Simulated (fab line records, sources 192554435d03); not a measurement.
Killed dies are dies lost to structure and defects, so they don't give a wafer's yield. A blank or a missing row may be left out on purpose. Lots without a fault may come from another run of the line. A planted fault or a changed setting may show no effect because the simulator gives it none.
Chamber matching | flow n5_finfet | N5_FIN_SAQP_HM_OPEN_73 on rie_diel-02: 4 sister chambers
The step chemistry CHF3/O2, target SiO2, stops on a-Si, target depth 12 nm, time 16.8 s. 4 wafers are shown with their chamber, then 9 later ones without.

WAFERS WITH THEIR CHAMBER
wafer  | chamber | showerhead_plenum_p_Torr (Torr)
L078.4 | 3       | 2.29
L085.1 | 0       | 2.50
L085.3 | 2       | 2.43
L085.6 | 1       | 2.27

WAFERS WITHOUT THEIR CHAMBER
wafer  | showerhead_plenum_p_Torr (Torr)
L088.1 | 2.49
L088.3 | 2.58
L088.6 | 2.58
L089.1 | 2.43
L089.3 | 2.49
L089.5 | 2.58
L096.2 | 2.42
L096.4 | 2.57
L096.6 | 2.55

WHICH CHAMBER EACH WENT THROUGH
wafer  | from the rows above     | in truth
L088.1 | can't be placed: 0 or 2 | 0
L088.3 | can't be placed: 0 or 2 | 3
L088.6 | can't be placed: 0 or 2 | 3
L089.1 | can't be placed: 2 or 0 | 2
L089.3 | can't be placed: 0 or 2 | 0
L089.5 | can't be placed: 0 or 2 | 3
L096.2 | can't be placed: 2 or 0 | 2
L096.4 | can't be placed: 0 or 2 | 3
L096.6 | can't be placed: 0 or 2 | 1
Placed correctly: 0 of 9. Can't be placed from these rows: 9 (the true chamber is among the candidates in 4). Placed wrongly: 0.
How it was worked out, from the rows above alone: a wafer's distance from a chamber is the root of the sum, over the readings, of the square of ((its reading less the chamber's mean) divided by the reading's scatter). The wafer belongs to the nearest chamber; if the next one is less than 2 further off, it can't be placed. A chamber's mean is the mean of its shown wafers. The scatter: with one shown wafer a chamber, the root of the mean of the squares of how far each hidden wafer lies from its nearest shown one.
